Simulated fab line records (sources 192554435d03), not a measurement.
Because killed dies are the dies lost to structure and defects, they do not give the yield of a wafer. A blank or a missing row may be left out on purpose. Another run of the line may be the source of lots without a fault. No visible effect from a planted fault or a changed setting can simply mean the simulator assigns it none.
Comparing a struck lot with a sound one	flow n5-finfet	14 out of 1938 route steps
Sound: the wafers L298.3, L298.4, L298.5. The struck wafers were L290.1, L290.3, L290.6. The cause is named last.
At each step with rows: each side's tool, then ch and its chambers, then its first start. Under that, the readings that differ: sound wafers	struck wafers	difference of the means	sigmas: that difference in standard deviations of wafers without a fault.
alike: readings whose means differ by less than 2 such deviations, and words and numbers that are the same on both sides. not compared: withheld readings, readings that some wafer has no value for, bounds like >300 that may hide the same value, and numbers for which the record gives no deviation and whose values overlap.
Wherever a step has rows on one side only, a row that says differs or no value, or a row with sigmas, the two part there. Non-overlapping numbers with no deviation appear without sigmas and do not part them. Lack of a reading on every wafer of one side parts them only where that side has two or more wafers.

first, 6 steps without rows for these wafers: N5_BEOL_M15_EBR_06; N5_BEOL_M15_SOFTBAKE_05 (time 60 s); N5_BEOL_M15_EXPOSE_07 (exposes mask V14); N5_BEOL_M15_PEB_08 (peb time 90 s); N5_BEOL_M15_DEVELOP_09 (develop time 45 s); N5_BEOL_M15_HARDBAKE_14 (time 120 s).
N5_BEOL_M15_CD_MEAS_10 targets a cd of 360 nm.
  sound on cd-sem-03 ch 0, day 19 04:23; struck on cd-sem-02 ch 0, day 17 18:52
  alike: cd-nm
N5_BEOL_M15_OVL_MEAS_11:
  sound on overlay-01 ch 0, day 19 04:25; struck on overlay-02 ch 0, day 17 18:54
  alike: V14_OVL
N5_BEOL_M15_INSPECT_12: inspects for defects (macro).
  sound: defect-inspect-02 at day 19 04:26; struck: defect-inspect-01 at day 17 18:56
  alike: raw-defect-count
N5_BEOL_M15_DESCUM_15: chemistry O2, time 7.9 s.
  sound on rie-diel-06 ch 2,3, day 19 04:28; struck on rie-diel-03 ch 0,1, day 17 19:07
reading	sound	struck	difference	sigmas
oes-product-au (a.u.)	0.74 0.71 0.71	0.98 0.69 0.97	+0.16	+2
  alike: drypump-motor-current-A, rf-vpp-V, showerhead-plenum-p-Torr, temp-c, throttle-valve-pct
  not compared: rf-hours-counter-h
N5_BEOL_M15_ETCH_59: etches BARC in N2/H2, target depth 89 nm, overetch 26.7 nm, time 67.9 s.
  sound on rie-diel-06 ch 2,3, day 19 04:30; struck on rie-diel-03 ch 0,1, day 17 19:09
reading	sound	struck	difference	sigmas
oes-product-au (a.u.)	0.63 0.62 0.61	0.83 0.60 0.82	+0.13	+2
throttle-valve-pct (%)	18.28 18.12 18.12	17.75 17.76 17.74	-0.42	-2
  alike: drypump-motor-current-A, n2-flow-sccm, rf-vpp-V, showerhead-plenum-p-Torr
  not compared: rf-hours-counter-h
N5_BEOL_M15_VIA_ETCH_16: etches SiO2 in C4F8/O2/Ar, target depth 1792.2 nm.
  sound on rie-diel-06 ch 2,3, day 19 04:33; struck on rie-diel-03 ch 0,1, day 17 19:12
reading	sound	struck	difference	sigmas
oes_f_703_au (a.u.)	0.75 0.71 0.72	0.96 0.71 0.97	+0.15	+2
oes-product-au (a.u.)	0.67 0.64 0.64	0.89 0.63 0.89	+0.15	+2
  alike: drypump-motor-current-A, rf-vpp-V, showerhead-plenum-p-Torr, throttle-valve-pct
N5_BEOL_M15_STRIP_63: strips in O2.
  sound on rie-diel-06 ch 2,3, day 19 04:00; struck on rie-diel-03 ch 0,1, day 17 19:00
reading	sound	struck	difference	sigmas
chamber-pressure-mTorr (mTorr)	30.00 30.07 29.96	20.98 20.99 20.99	-9.02	-99 or more
oes-product-au (a.u.)	0.73 0.73 0.71	0.99 0.69 0.99	+0.17	+2
  alike: drypump-motor-current-A, rf-vpp-V, showerhead-plenum-p-Torr, temp-c, throttle-valve-pct
  not compared: rf-hours-counter-h
N5_BEOL_M15_STRIP_64: strips in O2.
  sound on rie-diel-06 ch 2,3; struck on rie-diel-03 ch 0,1
reading	sound	struck	difference	sigmas
oes-product-au (a.u.)	0.74 0.71 0.71	0.98 0.70 0.98	+0.17	+2
  alike: chamber-pressure-mTorr, drypump-motor-current-A, rf-vpp-V, showerhead-plenum-p-Torr, temp-c, throttle-valve-pct
  not compared: rf-hours-counter-h

== WHERE THEY PART ==
Last at N5_BEOL_M15_STRIP_64 as far as this record goes, first at N5_BEOL_M15_DESCUM_15.

WHY: what the simulator had put in
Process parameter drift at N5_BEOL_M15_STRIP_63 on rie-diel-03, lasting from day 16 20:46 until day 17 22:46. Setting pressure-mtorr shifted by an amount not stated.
